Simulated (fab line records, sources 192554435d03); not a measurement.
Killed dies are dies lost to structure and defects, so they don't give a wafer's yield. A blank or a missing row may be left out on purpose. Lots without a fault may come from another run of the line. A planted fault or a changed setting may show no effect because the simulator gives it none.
A struck lot beside a sound one | flow n5_finfet | 15 steps out of a route of 1938
Sound: wafers L195.3, L195.4, L195.6. Struck: wafer L202.5. (L202.3 of the same lot was not struck and is left out.) The cause comes at the end.
At each step with rows: each side's tool, then ch and its chambers, then its first start. Under that, the readings that differ: sound wafers | struck wafers | difference of the means | sigmas: that difference in standard deviations of wafers without a fault.
alike: readings whose means differ by less than 2 such deviations, and words and numbers that are the same on both sides. not compared: withheld readings, readings that some wafer has no value for, bounds like >300 that may hide the same value, and numbers for which the record gives no deviation and whose values overlap.
The two part at a step that has a row with sigmas, a row that says differs or no value, or rows on one side only. Numbers that don't overlap but have no deviation are shown without sigmas and don't part them. A reading that every wafer of one side lacks parts them only if that side has two wafers or more.

N5_BEOL_M6_OVL_MEAS_29:
  sound on overlay-01 ch 0, day 14 07:19; struck on overlay-01 ch 0, day 15 21:38
  reading     | sound        | struck | difference | sigmas
  V5_OVL (nm) | -0.7 0.4 0.1 | 1.6    | +1.7       | +2
N5_BEOL_M6_INSPECT_30: inspects for defects (brightfield).
  sound on defect_inspect-02, day 14 07:22; struck on defect_inspect-01, day 15 21:41
  alike: raw_defect_count
N5_BEOL_M6_DESCUM_33: chemistry O2, time 7 s.
  sound on rie_diel-01 ch 0,1,2, day 14 07:23; struck on rie_diel-05 ch 1, day 15 21:50
  alike: bias_power_w, drypump_motor_current_A, oes_product_au, rf_vpp_V, showerhead_plenum_p_Torr, throttle_valve_pct
  not compared: rf_hours_counter_h
N5_BEOL_M6_ETCH_72: etches underlayer in N2/H2, target depth 6.5 nm, time 5.2 s.
  sound on rie_diel-01 ch 0,1,2, day 14 07:25; struck on rie_diel-05 ch 1, day 15 21:52
  alike: drypump_motor_current_A, etch_rf_on_time_s, h2_flow_sccm, oes_product_au, rf_vpp_V, showerhead_plenum_p_Torr, throttle_valve_pct
  not compared: rf_hours_counter_h
then, 1 step without rows for these wafers: N5_BEOL_M6_ETCH_65 (etches SiARC in CF4, target depth 15.6 nm, time 26 s).
N5_BEOL_M6_ETCH_66: etches SOC in N2/H2, target depth 80 nm, overetch 16 nm, time 120 s.
  sound on rie_diel-01 ch 0,1,2, day 14 07:28; struck on rie_diel-05 ch 1, day 15 21:55
  reading             | sound             | struck | difference | sigmas
  h2_flow_sccm (sccm) | 200.9 199.2 199.1 | 201.0  | +1.3       | +2
  alike: drypump_motor_current_A, oes_product_au, rf_vpp_V, run_length_s, showerhead_plenum_p_Torr, throttle_valve_pct
  not compared: rf_hours_counter_h
then, 4 steps without rows for these wafers: N5_BEOL_M6_STRIP_69 (strips in N2/H2); N5_BEOL_M6_STRIP_73 (strips in N2/H2); N5_BEOL_M6_VIA_ETCH_34 (etches SiCOH lowk in C4F6/O2, target depth 126.3 nm, time 50.9 s); N5_BEOL_M6_STRIP_76 (strips in C4F6/O2).
N5_BEOL_M6_STRIP_36: strips in N2/H2.
  sound on rie_diel-01 ch 0,1,2, day 14 07:37; struck on rie_diel-05 ch 1, day 15 22:04
  alike: bias_power_w, drypump_motor_current_A, h2_flow_sccm, oes_product_au, rf_vpp_V, showerhead_plenum_p_Torr, throttle_valve_pct
  not compared: rf_hours_counter_h
then, 1 step without rows for these wafers: N5_BEOL_M6_TRENCH_ETCH_37 (etches SiCOH lowk in C4F6/O2, target depth 94.435 nm, time 31.5 s).
N5_BEOL_M6_ETCH_41: etches SiCN in CH3F/O2, target depth 29.7 nm, time 52 s.
  sound on rie_diel-01 ch 0,1,2, day 14 07:41; struck on rie_diel-05 ch 1, day 15 22:08
  reading                  | sound          | struck | difference | sigmas
  run_length_s (s)         | 74.9 75.1 74.9 | 95.1   | +20.1      | +44
  model.etch.depth_nm (nm) | 19.24 18.96 20 | 27.57  | +8.17      |
  alike: drypump_motor_current_A, oes_product_au, rf_vpp_V, showerhead_plenum_p_Torr, throttle_valve_pct
  not compared: rf_hours_counter_h
N5_BEOL_M6_STRIP_80: strips in N2/H2, time 10 s.
  sound on rie_diel-01 ch 0,1,2; struck on rie_diel-05 ch 1
  alike: bias_power_w, drypump_motor_current_A, h2_flow_sccm, oes_product_au, rf_vpp_V, showerhead_plenum_p_Torr, throttle_valve_pct
  not compared: rf_hours_counter_h
N5_PASSIVATION_PROBE_49:
  the record has rows for the sound wafers here (prober-02, day 18 06:44) and none for the struck ones

WHERE THEY PART
First at N5_BEOL_M6_OVL_MEAS_29; last, within this record, at N5_PASSIVATION_PROBE_49.

WHY: what the simulator had put in
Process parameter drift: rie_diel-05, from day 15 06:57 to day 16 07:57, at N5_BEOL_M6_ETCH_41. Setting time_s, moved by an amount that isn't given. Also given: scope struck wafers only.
